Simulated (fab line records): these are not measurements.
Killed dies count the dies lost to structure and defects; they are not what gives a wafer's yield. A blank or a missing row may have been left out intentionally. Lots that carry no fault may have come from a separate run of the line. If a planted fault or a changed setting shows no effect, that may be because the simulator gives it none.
Split-lot experiment :: flow n5 finfet :: route with 1938 steps; 7 lots, 39 wafers read

## THE SPLIT ITSELF
At N5_PASSIVATION_ETCH_54 (etches SiO2 in CHF3/O2, target depth 880 nm, time 440 s), the setting time s was moved away from the recipe's 440 s on 15 of the 39 wafers read, by -18.7% to +35.2%. All remaining wafers had this setting at the recipe value.

The reading is taken at the split's own step.

## THE READING
PASSIVATION.feature depth nm (the simulator's own value, which no gauge read), in nm, at N5_PASSIVATION_ETCH_54 (etches SiO2 in CHF3/O2, target depth 880 nm, time 440 s). The file gives no usual value for it. Average 879.0 nm, standard deviation 14 nm, over the 24 wafers here run with the recipe.

wafer: L074.1
tool, chamber at the split: rie diel-02, 1
time s as run, s: 594.8
against the recipe: +35.2%
PASSIVATION.feature depth nm, nm: 1180
against lot-mates on the recipe: +312.5

wafer: L074.2
tool, chamber at the split: rie diel-02, 2
time s as run, s: 440
against the recipe: recipe
PASSIVATION.feature depth nm, nm: 849.8
against lot-mates on the recipe: -

wafer: L074.3
tool, chamber at the split: rie diel-02, 0
time s as run, s: 594.8
against the recipe: +35.2%
PASSIVATION.feature depth nm, nm: 1192
against lot-mates on the recipe: +324.5

wafer: L074.4
tool, chamber at the split: rie diel-02, 3
time s as run, s: 440
against the recipe: recipe
PASSIVATION.feature depth nm, nm: 878.2
against lot-mates on the recipe: -

wafer: L074.5
tool, chamber at the split: rie diel-02, 3
time s as run, s: 440
against the recipe: recipe
PASSIVATION.feature depth nm, nm: 874.6
against lot-mates on the recipe: -

wafer: L074.6
tool, chamber at the split: rie diel-02, 0
time s as run, s: 594.8
against the recipe: +35.2%
PASSIVATION.feature depth nm, nm: 1191
against lot-mates on the recipe: +323.5

wafer: L080.1
tool, chamber at the split: rie diel-05, 1
time s as run, s: 508.8
against the recipe: +15.6%
PASSIVATION.feature depth nm, nm: 1032
against lot-mates on the recipe: +155.5

wafer: L080.2
tool, chamber at the split: rie diel-05, 2
time s as run, s: 440
against the recipe: recipe
PASSIVATION.feature depth nm, nm: 873
against lot-mates on the recipe: -

wafer: L080.3
tool, chamber at the split: rie diel-05, 0
time s as run, s: 508.8
against the recipe: +15.6%
PASSIVATION.feature depth nm, nm: 1024
against lot-mates on the recipe: +147.5

wafer: L080.4
tool, chamber at the split: rie diel-05, 1
time s as run, s: 508.8
against the recipe: +15.6%
PASSIVATION.feature depth nm, nm: 1041
against lot-mates on the recipe: +164.5

wafer: L080.5
tool, chamber at the split: rie diel-05, 0
time s as run, s: 440
against the recipe: recipe
PASSIVATION.feature depth nm, nm: 885.8
against lot-mates on the recipe: -

wafer: L080.6
tool, chamber at the split: rie diel-05, 2
time s as run, s: 440
against the recipe: recipe
PASSIVATION.feature depth nm, nm: 870.8
against lot-mates on the recipe: -

wafer: L085.2
tool, chamber at the split: rie diel-01, 2
time s as run, s: 440
against the recipe: recipe
PASSIVATION.feature depth nm, nm: 891.6
against lot-mates on the recipe: -

wafer: L085.3
tool, chamber at the split: rie diel-01, 1
time s as run, s: 440
against the recipe: recipe
PASSIVATION.feature depth nm, nm: 893.8
against lot-mates on the recipe: -

wafer: L085.4
tool, chamber at the split: rie diel-01, 2
time s as run, s: 440
against the recipe: recipe
PASSIVATION.feature depth nm, nm: 886.8
against lot-mates on the recipe: -

wafer: L087.1
tool, chamber at the split: rie diel-05, 0
time s as run, s: 440
against the recipe: recipe
PASSIVATION.feature depth nm, nm: 872.6
against lot-mates on the recipe: -

wafer: L087.2
tool, chamber at the split: rie diel-05, 2
time s as run, s: 440
against the recipe: recipe
PASSIVATION.feature depth nm, nm: 855.2
against lot-mates on the recipe: -

wafer: L087.3
tool, chamber at the split: rie diel-05, 3
time s as run, s: 521.1
against the recipe: +18.4%
PASSIVATION.feature depth nm, nm: 1026
against lot-mates on the recipe: +157.6

wafer: L087.4
tool, chamber at the split: rie diel-05, 1
time s as run, s: 440
against the recipe: recipe
PASSIVATION.feature depth nm, nm: 877.4
against lot-mates on the recipe: -

wafer: L087.5
tool, chamber at the split: rie diel-05, 0
time s as run, s: 521.1
against the recipe: +18.4%
PASSIVATION.feature depth nm, nm: 1029
against lot-mates on the recipe: +160.6

wafer: L087.6
tool, chamber at the split: rie diel-05, 3
time s as run, s: 521.1
against the recipe: +18.4%
PASSIVATION.feature depth nm, nm: 1035
against lot-mates on the recipe: +166.6

wafer: L090.1
tool, chamber at the split: rie diel-01, 2
time s as run, s: 440
against the recipe: recipe
PASSIVATION.feature depth nm, nm: 892
against lot-mates on the recipe: -

wafer: L090.2
tool, chamber at the split: rie diel-01, 3
time s as run, s: 357.6
against the recipe: -18.7%
PASSIVATION.feature depth nm, nm: 721.2
against lot-mates on the recipe: -168.1

wafer: L090.3
tool, chamber at the split: rie diel-01, 1
time s as run, s: 440
against the recipe: recipe
PASSIVATION.feature depth nm, nm: 907.2
against lot-mates on the recipe: -

wafer: L090.4
tool, chamber at the split: rie diel-01, 0
time s as run, s: 440
against the recipe: recipe
PASSIVATION.feature depth nm, nm: 868.6
against lot-mates on the recipe: -

wafer: L090.5
tool, chamber at the split: rie diel-01, 2
time s as run, s: 357.6
against the recipe: -18.7%
PASSIVATION.feature depth nm, nm: 736
against lot-mates on the recipe: -153.3

wafer: L090.6
tool, chamber at the split: rie diel-01, 1
time s as run, s: 357.6
against the recipe: -18.7%
PASSIVATION.feature depth nm, nm: 732
against lot-mates on the recipe: -157.3

wafer: L095.1
tool, chamber at the split: rie diel-02, 1
time s as run, s: 440
against the recipe: recipe
PASSIVATION.feature depth nm, nm: 861.4
against lot-mates on the recipe: -

wafer: L095.2
tool, chamber at the split: rie diel-02, 0
time s as run, s: 440
against the recipe: recipe
PASSIVATION.feature depth nm, nm: 885.2
against lot-mates on the recipe: -

wafer: L095.3
tool, chamber at the split: rie diel-02, 3
time s as run, s: 357.6
against the recipe: -18.7%
PASSIVATION.feature depth nm, nm: 706.6
against lot-mates on the recipe: -163.3

wafer: L095.4
tool, chamber at the split: rie diel-02, 1
time s as run, s: 357.6
against the recipe: -18.7%
PASSIVATION.feature depth nm, nm: 711.8
against lot-mates on the recipe: -158.1

wafer: L095.5
tool, chamber at the split: rie diel-02, 3
time s as run, s: 440
against the recipe: recipe
PASSIVATION.feature depth nm, nm: 863.2
against lot-mates on the recipe: -

wafer: L095.6
tool, chamber at the split: rie diel-02, 0
time s as run, s: 357.6
against the recipe: -18.7%
PASSIVATION.feature depth nm, nm: 719.2
against lot-mates on the recipe: -150.7

wafer: L096.1
tool, chamber at the split: rie diel-01, 3
time s as run, s: 440
against the recipe: recipe
PASSIVATION.feature depth nm, nm: 874
against lot-mates on the recipe: -

wafer: L096.2
tool, chamber at the split: rie diel-01, 0
time s as run, s: 440
against the recipe: recipe
PASSIVATION.feature depth nm, nm: 874.4
against lot-mates on the recipe: -

wafer: L096.3
tool, chamber at the split: rie diel-01, 1
time s as run, s: 440
against the recipe: recipe
PASSIVATION.feature depth nm, nm: 891.6
against lot-mates on the recipe: -

wafer: L096.4
tool, chamber at the split: rie diel-01, 2
time s as run, s: 440
against the recipe: recipe
PASSIVATION.feature depth nm, nm: 896.4
against lot-mates on the recipe: -

wafer: L096.5
tool, chamber at the split: rie diel-01, 3
time s as run, s: 440
against the recipe: recipe
PASSIVATION.feature depth nm, nm: 880.2
against lot-mates on the recipe: -

wafer: L096.6
tool, chamber at the split: rie diel-01, 2
time s as run, s: 440
against the recipe: recipe
PASSIVATION.feature depth nm, nm: 891.8
against lot-mates on the recipe: -

FIT RESULTS
A straight line over all 39 wafers: PASSIVATION.feature depth nm changes by +8.68 nm for each +1% of time s; r = +0.99; the points scatter about the line by 13 nm.
The same after taking each lot's own level away (the mean of its wafers on the recipe; 39 wafers): +8.93 nm for each +1%; r = +1.00; scatter 10 nm.
According to that fit, moving time s by its largest amount changes the reading by 3.1e+02 nm.
The span of the lots' own levels, 867.53 to 890.73 nm, comes to 1.7 times the standard deviation stated above.
So the lot-to-lot level changes the slope little: the two slopes agree.
Check: +318 nm against its lot-mates is what the line predicts for one of the wafers moved furthest among these (+35.2%) when that wafer is left out of the fit. It came out at +312 nm against them.

## THE OTHER SPLITS THESE WAFERS WENT THROUGH
Before the reading, these wafers also passed through other splits. Each is held against what the fit with the lots' levels taken away leaves over:
other split on the same wafers: N5_BEOL_M14_ILD_DEP_00 target thk a
wafers away from the commonest value: 9
r with PASSIVATION.feature depth nm (lot level and that fit taken away): -0.03

other split on the same wafers: N5_BEOL_M14_DEP_53 time s
wafers away from the commonest value: 18
r with PASSIVATION.feature depth nm (lot level and that fit taken away): -0.19

## THE WHOLE CHAIN: every reading that the file lists as answering this split, in the file's order
step: N5_PASSIVATION_ETCH_54
what it does: etches SiO2 in CHF3/O2, target depth 880 nm, time 440 s
reading: etch.depth nm (the simulator's own value, which no gauge read)
change (the file's fit): +8.96 nm for each +1% of the setting
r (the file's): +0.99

step: N5_PASSIVATION_ETCH_54
what it does: etches SiO2 in CHF3/O2, target depth 880 nm, time 440 s
reading: PASSIVATION.feature depth nm (the simulator's own value, which no gauge read)
change (the file's fit): +8.96 nm for each +1% of the setting
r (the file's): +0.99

## THE FILE'S OWN FIT
PASSIVATION.feature depth nm changes by +8.96 nm for each +1% of time s, r = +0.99.
